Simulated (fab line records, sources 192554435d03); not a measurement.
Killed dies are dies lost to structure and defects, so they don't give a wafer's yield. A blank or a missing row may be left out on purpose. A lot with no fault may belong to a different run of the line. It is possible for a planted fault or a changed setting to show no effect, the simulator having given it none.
Chamber matching    flow n5_finfet    N5_GATE_CUT_CMP_02 on cmp-01: 4 sister chambers
The step polishes, stops on SiO2, t overpolish 12.7 s, target thk 0 nm. 14 wafers are shown with their chamber, then 7 later ones without.

## EACH WAFER AND ITS CHAMBER
wafer   chamber  motor_current_A (A)  time_to_endpoint_s (s)  overpolish_run_s (s)
L075.2  2        9.0                  22.2                    12.711
L075.4  3        8.6                  25.8                    12.697
L075.6  0        8.9                  25.0                    12.697
L077.1  3        8.0                  24.9                    12.696
L077.2  1        8.3                  23.3                    12.700
L077.5  1        8.8                  25.3                    12.693
L082.2  0        9.3                  23.2                    12.711
L082.4  2        8.8                  26.4                    12.704
L082.6  1        8.7                  22.0                    12.703
L083.1  3        8.2                  28.9                    12.699
L083.2  2        9.3                  25.5                    12.704
L083.3  0        9.1                  25.6                    12.697
L087.1  3        7.9                  24.6                    12.704
L087.3  1        7.9                  21.7                    12.707

SIGNATURES (averages over the wafers above)
reading             chamber 0  chamber 1  chamber 2  chamber 3  scatter within a chamber
motor_current_A     9.100      8.425      9.033      8.175      0.316
time_to_endpoint_s  24.600     23.075     24.700     26.050     1.8
overpolish_run_s    12.70167   12.70075   12.70633   12.69900   0.00553
Rule: a wafer lies at a distance from a chamber equal to the root of the sum of squares, over the readings, of (its reading less the chamber's mean, divided by the reading's scatter). If the next closest chamber is less than 2 further off than the closest, the wafer can't be placed; otherwise it belongs to the closest. The scatter is the square root of a quotient: the sum, over the shown wafers, of each reading's squared deviation from its chamber's mean, divided by wafers minus chambers.

## WAFERS MISSING THEIR CHAMBER
wafer   motor_current_A (A)  time_to_endpoint_s (s)  overpolish_run_s (s)
L087.6  8.3                  23.7                    12.703
L096.1  8.8                  28.3                    12.690
L096.4  8.3                  25.8                    12.705
L096.5  9.4                  28.5                    12.713
L097.1  9.1                  24.9                    12.706
L097.3  7.9                  24.5                    12.710
L097.5  8.1                  25.6                    12.688

## WHICH CHAMBER EACH WENT THROUGH
wafer   from the rows above                in truth
L087.6  can't be placed: 1 or 3 or 2 or 0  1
L096.1  can't be placed: 3 or 0 or 2 or 1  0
L096.4  can't be placed: 3 or 1 or 2 or 0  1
L096.5  can't be placed: 2 or 0            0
L097.1  can't be placed: 2 or 0            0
L097.3  can't be placed: 3 or 1 or 2 or 0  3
L097.5  can't be placed: 3 or 1            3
Correct placement for 0 of the 7. Not placeable from these rows: 7 (in 7, the candidates include the true chamber). Placed wrongly: 0.
